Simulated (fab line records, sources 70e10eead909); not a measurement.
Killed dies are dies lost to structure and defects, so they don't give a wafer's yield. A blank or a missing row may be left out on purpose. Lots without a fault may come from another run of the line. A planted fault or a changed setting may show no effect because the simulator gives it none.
A struck lot beside a sound one | flow nand_harc | 35 steps out of a route of 1159
Sound: wafers L506.2, L506.3, L506.6. Struck: wafer L517.6. (L517.3, L517.5 of the same lot were not struck and are left out.) The cause comes at the end.
At each step with rows: each side's tool, then ch and its chambers, then its first start. Under that, the readings that differ: sound wafers | struck wafers | difference of the means | sigmas: that difference in standard deviations of wafers without a fault.
alike: readings whose means differ by less than 2 such deviations, and words and numbers that are the same on both sides. not compared: withheld readings, readings that some wafer has no value for, bounds like >300 that may hide the same value, and numbers for which the record gives no deviation and whose values overlap.
The two part at a step that has a row with sigmas, a row that says differs or no value, or rows on one side only. Numbers that don't overlap but have no deviation are shown without sigmas and don't part them. A reading that every wafer of one side lacks parts them only if that side has two wafers or more.

first, 1 step without rows for these wafers: NHARC_A_SLIT_SRD_20.
NHARC_A_SLIT_CD_MEAS_21:
  sound on cd_sem-01, day 14 19:57; struck on cd_sem-02, day 17 18:04
  alike: cd_nm
then, 3 steps without rows for these wafers: NHARC_A_SIN_REMOVE_WET_00 (chemistry H3PO4, time 15300 s); NHARC_A_SIN_REMOVE_PRECLEAN_01 (cleans in SC1); NHARC_A_SIN_REMOVE_SRD_02.
NHARC_A_SIN_REMOVE_INSPECT_04:
  sound on defect_inspect-02, day 15 01:58; struck on defect_inspect-01, day 18 00:10
  alike: raw_defect_count
then, 2 steps without rows for these wafers: NHARC_A_WL_FILL_ALD_00 (deposits Al2O3, target thk 3 nm, pulse time 3 s, ald cycles 30); NHARC_A_WL_FILL_RTA_01 (time 5 s).
NHARC_A_WL_FILL_ALD_02: deposits TiN, target thk 2 nm, pulse time 3 s, ald cycles 100.
  sound on ald_metal-02 ch 1,2,3, day 15 02:59; struck on ald_metal-02 ch 0, day 18 00:58
  alike: heater_power_w, precursor_pulse_height_rel
then, 1 step without rows for these wafers: NHARC_A_WL_FILL_CVD_03 (deposits W, target thk 40 nm, time 3302 s).
NHARC_A_WL_FILL_ETCHBACK_04: etches the open film in NF3, target depth 60 nm, time 120 s.
  sound on rie_metal-02 ch 0,1, day 15 12:31; struck on rie_metal-03 ch 1, day 18 07:26
  alike: drypump_motor_current_A, oes_product_au
  not compared: rf_hours_counter_h
NHARC_A_WL_FILL_ETCHBACK_05: etches the open film in Cl2/BCl3, target depth 22 nm, time 60 s.
  sound on rie_metal-02 ch 0,1, day 15 12:47; struck on rie_metal-03 ch 0, day 18 07:37
  alike: drypump_motor_current_A, oes_product_au
  not compared: rf_hours_counter_h
NHARC_A_WL_FILL_STRIP_27: strips in N2/H2, time 20 s.
  sound on plasma_asher-01 ch 0,1, day 15 12:56; struck on plasma_asher-01 ch 1, day 18 07:47
  alike: drypump_motor_current_A, heater_power_w
  not compared: rf_hours_counter_h
then, 4 steps without rows for these wafers: NHARC_A_WL_FILL_STRIP_28 (strips in post etch residue remover, time 1200 s); NHARC_A_WL_FILL_PRECLEAN_06 (cleans in DIW, time 300 s); NHARC_A_WL_FILL_SRD_07; NHARC_A_WL_FILL_ANNEAL_08 (time 1800 s).
NHARC_A_WL_FILL_ALD_10: deposits SiO2, target thk 50 nm, pulse time 10 s, ald cycles 500.
  sound on ald_hk-01 ch 0,1,3, day 15 19:02; struck on ald_hk-01 ch 1, day 18 16:28
  alike: heater_power_w, precursor_pulse_height_rel
then, 6 steps without rows for these wafers: NHARC_A_WL_FILL_ETCHBACK_16 (etches the open film in C4F8/O2/Ar, target depth 88 nm, time 17.6 s); NHARC_A_WL_FILL_STRIP_29 (strips in O2, time 20 s); NHARC_A_WL_FILL_ETCHBACK_17 (etches the open film in Cl2/BCl3, target depth 4 nm, time 26.7 s); NHARC_A_WL_FILL_PRECLEAN_18 (cleans in dHF, time 30 s); NHARC_A_WL_FILL_SRD_21; NHARC_A_WL_FILL_CVD_23 (deposits poly-Si, target thk 40 nm, time 800 s).
NHARC_A_WL_FILL_ETCHBACK_26: etches the open film in HBr, target depth 52 nm, time 13.3 s.
  sound on rie_si-03 ch 0,2, day 16 03:53; struck on rie_si-05 ch 2, day 19 00:29
  alike: drypump_motor_current_A, oes_product_au, throttle_valve_pct
  not compared: rf_hours_counter_h
then, 9 steps without rows for these wafers: NHARC_A_WL_FILL_PRECLEAN_30 (cleans in dHF, time 10 s); NHARC_A_WL_FILL_SRD_14; NHARC_A_WL_FILL_ALD_19 (deposits TiN, target thk 2 nm, pulse time 3 s, ald cycles 100); NHARC_A_WL_FILL_CVD_20 (deposits W, target thk 75 nm, time 5064 s); NHARC_A_WL_FILL_CMP_12 (polishes, t overpolish 30 s, target thk 75 nm); NHARC_A_WL_FILL_SRD_31; NHARC_A_CONTACT_DEP_24 (deposits SiO2, target thk 500 nm); NHARC_A_CONTACT_DEP_28 (deposits aC, target thk 3600 nm); NHARC_A_CONTACT_DEP_29 (deposits SiON, target thk 70 nm).
-- the record jumps here: 4 days lie between the struck wafers' starts before and after (it left off in module A_CONTACT and takes up again in module END, whose first step shown is number 1159 of the route) --
NHARC_END_SORT_01:
  sound on prober-02 ch 0, day 19 19:34; struck on prober-02 ch 0, day 22 18:34
  reading         | sound    | struck | difference | sigmas
  killed_at_array | 22 28 45 | 86     | +54        | +5
  killed_dies     | 25 30 49 | 91     | +56        | +5
  killed_open     | 1 6 6    | 9      | +5         | +2
  alike: killed_at_other, killed_at_periphery, killed_short

WHERE THEY PART
Only at NHARC_END_SORT_01, within this record.

WHY: what the simulator had put in
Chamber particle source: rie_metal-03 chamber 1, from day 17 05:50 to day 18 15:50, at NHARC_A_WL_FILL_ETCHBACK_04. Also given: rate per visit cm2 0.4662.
